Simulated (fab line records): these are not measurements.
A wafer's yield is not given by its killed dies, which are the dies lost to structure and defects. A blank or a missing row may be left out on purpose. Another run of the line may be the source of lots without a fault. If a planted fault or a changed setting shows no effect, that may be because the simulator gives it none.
Problem report in the 8D (eight disciplines) form, filled by code + flow n5_finfet + the parts of the form that need people (team, actions taken, sign-off) are left out

## 1. WHAT IS WRONG
Mean IOFF_N at N5_BEOL_M4_RC_MEAS_101: 0.56 nA/um over 6 wafers in 2 lots; fault-free wafers: 0.16 nA/um, standard deviation 0.031. Measured from the usual mean, that is +13 standard deviations.
First observed at day 11 23:54: wafer L788.1, on prober-01. The record has a number at this step for 30 wafers belonging to 10 lots. The rule behind "out" and "out of limits": a value lying over 4 standard deviations away from the usual mean. All remaining wafers that have a number are taken as sound.

## 2. WHAT IT IS AND WHAT IT IS NOT
| question                    | is                                                          | is not                                         |
|-----------------------------|-------------------------------------------------------------|------------------------------------------------|
| which readings at this step | IOFF_N, DIBL_N, IOFF_N_85C, IOFF_N_LIN, ION_N, REXT_N, SS_N | DIBL_P, IOFF_P, ION_P, VT_P                    |
| which lots                  | L788, L791                                                  | L777, L778, L780, L782, L783, L785, L786, L787 |
| which wafers of those lots  | all that have a number                                      | -                                              |
| read on which gauges        | prober-01                                                   | prober-02                                      |
| when                        | from day 11 23:54                                           | up to then (24 sound wafers)                   |

## 3. SUSPECTS, AND WHAT RULES EACH OUT
Counting: a tool at any process step up to the reading remains a suspect when it ran all the lots that are out and ran no sound lot after the first of those.
- the gauge at N5_BEOL_M4_RC_MEAS_101: kept. All the wafers that are out were read on prober-01, and no step on other tools shows them out.
- epi_rpcvd-01 at N5_SD_EPI_N_VAPOR_ETCH_50 (etches Si in HCl, time 54 s): kept. Every lot that is out went through it, starting with L788 (day 6 10:13), and after that it ran no sound lot; the last sound lot it ran before then is L787 (day 6 05:49).
- pvd_sputter-03 at N5_BEOL_M4_ANNEAL_80 (time 240 s): kept. Every lot that is out went through it, starting with L788 (day 11 21:20), and after that it ran no sound lot; the last sound lot it ran before then is L787 (day 11 06:23).
- pvd_sputter-03 at N5_BEOL_M4_ANNEAL_87 (time 240 s): kept. Every lot that is out went through it, starting with L788 (day 11 21:46), and after that it ran no sound lot; the last sound lot it ran before then is L787 (day 11 06:50).
- pvd_sputter-03 at N5_BEOL_M4_SPUTTER_92 (material Cu, target thk 4.5 nm, time 8.29 s): kept. Every lot that is out went through it, starting with L788 (day 11 22:21), and after that it ran no sound lot; the last sound lot it ran before then is L787 (day 11 07:25).
Left after counting: epi_rpcvd-01 at N5_SD_EPI_N_VAPOR_ETCH_50, pvd_sputter-03 at N5_BEOL_M4_ANNEAL_80, pvd_sputter-03 at N5_BEOL_M4_ANNEAL_87, pvd_sputter-03 at N5_BEOL_M4_SPUTTER_92, prober-01 at N5_BEOL_M4_RC_MEAS_101.

## 4. THE CAUSE (what the simulator had put in)
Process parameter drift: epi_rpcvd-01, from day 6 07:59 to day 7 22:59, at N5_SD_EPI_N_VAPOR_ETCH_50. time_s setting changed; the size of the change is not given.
This tool is one of the 5 suspects left after counting.

## 5. SEQUENCE OF EFFECTS, ordered by route
Each row: a reading whose mean over the struck wafers that have a number lies more than 3 standard deviations from the usual. Only readings for which the record gives a usual standard deviation are gone through. hours: the time from each lot's start at the first step in this table that gives one to its start at this step, as a median over the lots. sigmas: the change in usual standard deviations.
| hours | step                    | reading            | usual       | on struck wafers | change | sigmas      |
|-------|-------------------------|--------------------|-------------|------------------|--------|-------------|
| 0     | N5_BEOL_M4_RC_MEAS_101  | DIBL_N             | 36.3 mV/V   | 49.9             | +13.6  | +7.6        |
| 0     | N5_BEOL_M4_RC_MEAS_101  | IOFF_N             | 0.16 nA/um  | 0.56             | +0.40  | +13         |
| 0     | N5_BEOL_M4_RC_MEAS_101  | IOFF_N_85C         | 3.2 nA/um   | 9.0              | +5.8   | +11         |
| 0     | N5_BEOL_M4_RC_MEAS_101  | IOFF_N_LIN         | 0.075 nA/um | 0.172            | +0.097 | +8.1        |
| 0     | N5_BEOL_M4_RC_MEAS_101  | ION_N              | 677 uA/um   | 742              | +65    | +5.4        |
| 0     | N5_BEOL_M4_RC_MEAS_101  | REXT_N             | 75.5 ohm.um | 63.9             | -11.6  | -7.8        |
| 0     | N5_BEOL_M4_RC_MEAS_101  | SS_N               | 71.5 mV/dec | 75.4             | +3.9   | +6.4        |
| 0     | N5_BEOL_M4_RC_MEAS_101  | VT_N               | 249 mV      | 235              | -14    | -4.7        |
| 0     | N5_BEOL_M4_RC_MEAS_101  | VT_N_LVT           | 99 mV       | 84               | -15    | -4.6        |
| 104   | N5_PASSIVATION_PROBE_49 | sort_bin_4_leakage | 0.00 %      | 62.84            | +62.84 | +99 or more |
| 104   | N5_PASSIVATION_PROBE_49 | sort_n_pass        | 1076        | 341              | -735   | -43         |
| 104   | N5_PASSIVATION_PROBE_49 | sort_yield_pct     | 91.2 %      | 28.9             | -62.3  | -42         |
The process steps in it:
- N5_PASSIVATION_PROBE_49

## 6. WHAT WOULD HAVE CAUGHT IT SOONER
In this record the first reading out of limits at a measuring or inspecting step was taken at day 11 23:54, 136 hours after the fault began at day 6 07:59.
Tool readings at N5_SD_EPI_N_VAPOR_ETCH_50 with a usual standard deviation given in the record: none out on any struck wafer, hence no alarm at a limit of 4 standard deviations on them.
Each of the lots that are out, 2 in all, had begun N5_SD_EPI_N_VAPOR_ETCH_50 on epi_rpcvd-01 no later than day 11 23:54. Had the tool been put on hold then, not one of them would have been saved.
